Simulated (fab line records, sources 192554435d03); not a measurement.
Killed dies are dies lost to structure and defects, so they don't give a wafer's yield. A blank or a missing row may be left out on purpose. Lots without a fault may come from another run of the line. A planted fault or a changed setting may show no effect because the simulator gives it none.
Chamber matching | flow n5_finfet | N5_GATE_CUT_SAC_CAP_01 on ald_sin-01: 4 sister chambers
The step material SiNx, target thk 24 nm, pulse time 1 s, ald cycles 480. 4 wafers are shown with their chamber, then 12 later ones without.

WAFERS WITH THEIR CHAMBER
wafer  | chamber | heater_power_w (W)
L089.1 | 2       | 834
L091.1 | 0       | 808
L091.2 | 3       | 918
L091.3 | 1       | 742

WAFERS WITHOUT THEIR CHAMBER
wafer  | heater_power_w (W)
L091.4 | 916
L091.5 | 734
L091.6 | 814
L092.2 | 793
L092.3 | 759
L092.4 | 932
L093.4 | 799
L093.5 | 732
L093.6 | 931
L095.3 | 813
L095.4 | 724
L095.5 | 791

WHICH CHAMBER EACH WENT THROUGH
wafer  | from the rows above     | in truth
L091.4 | 3                       | 3
L091.5 | 1                       | 1
L091.6 | can't be placed: 0 or 2 | 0
L092.2 | 0                       | 0
L092.3 | 1                       | 1
L092.4 | 3                       | 3
L093.4 | 0                       | 0
L093.5 | 1                       | 1
L093.6 | 3                       | 3
L095.3 | can't be placed: 0 or 2 | 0
L095.4 | 1                       | 1
L095.5 | 0                       | 0
Placed correctly: 10 of 12. Can't be placed from these rows: 2 (the true chamber is among the candidates in 2). Placed wrongly: 0.
How it was worked out, from the rows above alone: a wafer's distance from a chamber is the root of the sum, over the readings, of the square of ((its reading less the chamber's mean) divided by the reading's scatter). The wafer belongs to the nearest chamber; if the next one is less than 2 further off, it can't be placed. A chamber's mean is the mean of its shown wafers. The scatter: with one shown wafer a chamber, the root of the mean of the squares of how far each hidden wafer lies from its nearest shown one.
